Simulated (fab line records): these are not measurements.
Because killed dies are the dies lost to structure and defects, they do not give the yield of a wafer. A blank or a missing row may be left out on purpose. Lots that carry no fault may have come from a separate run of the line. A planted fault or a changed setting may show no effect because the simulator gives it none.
Matching of chambers	flow nand_harc	NHARC_P_GATE_STRIP_108 on rie_diel-03 has 4 sister chambers
The step strips in O2. 4 wafers are shown with their chamber, then 7 later ones without.

== WAFERS WITH THEIR CHAMBER ==
wafer	chamber	showerhead_plenum_p_Torr (Torr)
L750.1	3	3.32
L750.5	1	3.61
L756.1	0	3.43
L756.3	2	3.36

== WAFERS MISSING THEIR CHAMBER ==
wafer	showerhead_plenum_p_Torr (Torr)
L756.5	3.43
L761.1	3.31
L761.3	3.61
L761.5	3.31
L762.1	3.61
L762.2	3.36
L762.3	3.43

== EACH ONE'S CHAMBER ==
wafer	from the rows above	in truth
L756.5	0	0
L761.1	3	3
L761.3	1	1
L761.5	3	3
L762.1	1	1
L762.2	2	2
L762.3	0	0
Placed correctly: 7 of 7. Left unplaced by these rows: 0. Number placed wrongly: 0.
How it was worked out, from the rows above alone: a wafer's distance from a chamber is the root of the sum, over the readings, of the square of ((its reading less the chamber's mean) divided by the reading's scatter). If the next closest chamber is less than 2 further off than the closest, the wafer can't be placed; otherwise it belongs to the closest. Each chamber's mean is taken over the wafers shown for it. The scatter: root of mean squared gap, hidden wafer to nearest shown wafer, with one shown wafer a chamber.
